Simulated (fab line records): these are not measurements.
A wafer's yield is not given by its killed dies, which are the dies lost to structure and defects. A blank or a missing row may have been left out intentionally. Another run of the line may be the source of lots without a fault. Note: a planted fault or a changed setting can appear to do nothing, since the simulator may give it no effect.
2 desks looking at one fault -- flow n5_finfet -- what lay behind the numbers comes last; until then each desk has only its own

THE METROLOGY DESK
What the gauges read, lot by lot, whatever tool the lot ran on: means of the sampled wafers that have a number. Any lot whose mean is over 4 standard deviations away from the usual mean is out of limits and marked OUT; that distance is given in the brackets. It has 10 readings; the 7 that lie furthest out on some lot are the ones shown.
Columns: A = DIBL_N at N5_BEOL_M4_RC_MEAS_101, usual 37.1 mV/V; B = DIBL_P at N5_BEOL_M4_RC_MEAS_101, usual 37 mV/V; C = IOFF_P at N5_BEOL_M4_RC_MEAS_101, usual 0.21 nA/um; D = ION_P at N5_BEOL_M4_RC_MEAS_101, usual 459 uA/um; E = SS_N at N5_BEOL_M4_RC_MEAS_101, usual 72.1 mV/dec; F = SS_P at N5_BEOL_M4_RC_MEAS_101, usual 73.4 mV/dec; G = VT_P at N5_BEOL_M4_RC_MEAS_101, usual -251 mV
lot,first seen here,A,B,C,D,E,F,G
L989,day 9 21:38,36.5,34,0.21,458,71.7,72.8,-251
L994,day 11 14:08,35.6,36,0.18,457,71.6,72.7,-254
L999,day 12 18:27,36.2,36,0.22,466,71.6,72.7,-248
L101,day 12 21:37,38.3,40,0.24,462,72.1,73.6,-249
L105,day 14 00:46,39.3,39,0.22,455,72.8,73.4,-250
Finding of this desk: none of the 5 lots has anything out of limits.

FOR THE TOOL OWNER'S DESK: cvd_w-01
The tool's own readings at N5_HKMG_FIN_ALD_72 (deposits W, target thk 2 nm, pulse time 1 s, purge time 2 s): means of the sampled wafers that have a number, for each lot that ran on this tool. Any lot whose mean is over 4 standard deviations away from the usual mean is out of limits and marked OUT; that distance is given in the brackets.
Columns: A = heater_power_w at N5_HKMG_FIN_ALD_72, usual 519 W; B = precursor_pulse_height_rel at N5_HKMG_FIN_ALD_72, usual 1.001
lot,first seen here,A,B
L994,day 7 06:06,510,0.988
L999,day 8 20:37,533,0.991
Finding of this desk: none of the 2 lots has anything out of limits.

BROUGHT TOGETHER
At the metrology desk, nothing out of limits was observed.
The tool owner's desk saw nothing out of limits.

WHAT THE SIMULATOR HAD PUT IN
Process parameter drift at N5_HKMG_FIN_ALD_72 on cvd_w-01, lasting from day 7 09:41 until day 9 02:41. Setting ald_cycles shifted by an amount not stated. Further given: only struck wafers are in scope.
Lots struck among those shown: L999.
